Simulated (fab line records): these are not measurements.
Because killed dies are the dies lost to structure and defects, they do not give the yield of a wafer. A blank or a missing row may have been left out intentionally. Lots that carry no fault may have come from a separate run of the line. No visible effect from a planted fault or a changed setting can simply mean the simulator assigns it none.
Matching of chambers || flow nand_harc || NHARC_A_CONTACT_ETCH_75 on rie_diel-02 has 4 sister chambers
The step etches the open film in CF4, target depth 39 nm, time 65 s. 8 wafers are shown with their chamber, then 12 later ones without.

WAFERS WITH THEIR CHAMBER
{"wafer": "L081.4", "chamber": 2, "drypump_motor_current_A (A)": 5.5, "showerhead_plenum_p_Torr (Torr)": 1.66}
{"wafer": "L086.1", "chamber": 0, "drypump_motor_current_A (A)": 6.3, "showerhead_plenum_p_Torr (Torr)": 1.86}
{"wafer": "L084.2", "chamber": 1, "drypump_motor_current_A (A)": 4.9, "showerhead_plenum_p_Torr (Torr)": 1.80}
{"wafer": "L084.3", "chamber": 0, "drypump_motor_current_A (A)": 6.3, "showerhead_plenum_p_Torr (Torr)": 1.86}
{"wafer": "L084.4", "chamber": 3, "drypump_motor_current_A (A)": 5.8, "showerhead_plenum_p_Torr (Torr)": 1.83}
{"wafer": "L088.1", "chamber": 3, "drypump_motor_current_A (A)": 5.7, "showerhead_plenum_p_Torr (Torr)": 1.83}
{"wafer": "L088.3", "chamber": 2, "drypump_motor_current_A (A)": 5.5, "showerhead_plenum_p_Torr (Torr)": 1.65}
{"wafer": "L088.6", "chamber": 1, "drypump_motor_current_A (A)": 4.9, "showerhead_plenum_p_Torr (Torr)": 1.80}

WAFERS WHOSE CHAMBER IS MISSING
{"wafer": "L090.1", "drypump_motor_current_A (A)": 5.5, "showerhead_plenum_p_Torr (Torr)": 1.65}
{"wafer": "L090.2", "drypump_motor_current_A (A)": 4.9, "showerhead_plenum_p_Torr (Torr)": 1.80}
{"wafer": "L090.3", "drypump_motor_current_A (A)": 5.8, "showerhead_plenum_p_Torr (Torr)": 1.83}
{"wafer": "L091.4", "drypump_motor_current_A (A)": 4.9, "showerhead_plenum_p_Torr (Torr)": 1.80}
{"wafer": "L091.5", "drypump_motor_current_A (A)": 5.8, "showerhead_plenum_p_Torr (Torr)": 1.83}
{"wafer": "L091.6", "drypump_motor_current_A (A)": 5.5, "showerhead_plenum_p_Torr (Torr)": 1.65}
{"wafer": "L092.1", "drypump_motor_current_A (A)": 5.5, "showerhead_plenum_p_Torr (Torr)": 1.65}
{"wafer": "L092.2", "drypump_motor_current_A (A)": 5.8, "showerhead_plenum_p_Torr (Torr)": 1.83}
{"wafer": "L092.6", "drypump_motor_current_A (A)": 5.5, "showerhead_plenum_p_Torr (Torr)": 1.65}
{"wafer": "L095.2", "drypump_motor_current_A (A)": 4.9, "showerhead_plenum_p_Torr (Torr)": 1.79}
{"wafer": "L095.3", "drypump_motor_current_A (A)": 5.5, "showerhead_plenum_p_Torr (Torr)": 1.65}
{"wafer": "L095.4", "drypump_motor_current_A (A)": 4.9, "showerhead_plenum_p_Torr (Torr)": 1.79}

CHAMBER TAKEN BY EACH
{"wafer": "L090.1", "from the rows above": 2, "in truth": 2}
{"wafer": "L090.2", "from the rows above": 1, "in truth": 1}
{"wafer": "L090.3", "from the rows above": 3, "in truth": 3}
{"wafer": "L091.4", "from the rows above": 1, "in truth": 1}
{"wafer": "L091.5", "from the rows above": 3, "in truth": 3}
{"wafer": "L091.6", "from the rows above": 2, "in truth": 2}
{"wafer": "L092.1", "from the rows above": 2, "in truth": 2}
{"wafer": "L092.2", "from the rows above": 3, "in truth": 3}
{"wafer": "L092.6", "from the rows above": 2, "in truth": 2}
{"wafer": "L095.2", "from the rows above": 1, "in truth": 1}
{"wafer": "L095.3", "from the rows above": 2, "in truth": 2}
{"wafer": "L095.4", "from the rows above": 1, "in truth": 1}
Correct placement for 12 of the 12. From these rows, 0 cannot be placed. Number placed wrongly: 0.
How it was worked out, from the rows above alone: a wafer's distance from a chamber is the root of the sum, over the readings, of the square of ((its reading less the chamber's mean) divided by the reading's scatter). The wafer belongs to the nearest chamber; if the next one is less than 2 further off, it can't be placed. Each chamber's mean is taken over the wafers shown for it. How the scatter is found: for the shown wafers, subtract from each reading the mean of its chamber, square and add these, divide the total by (wafers less chambers), then take the root.
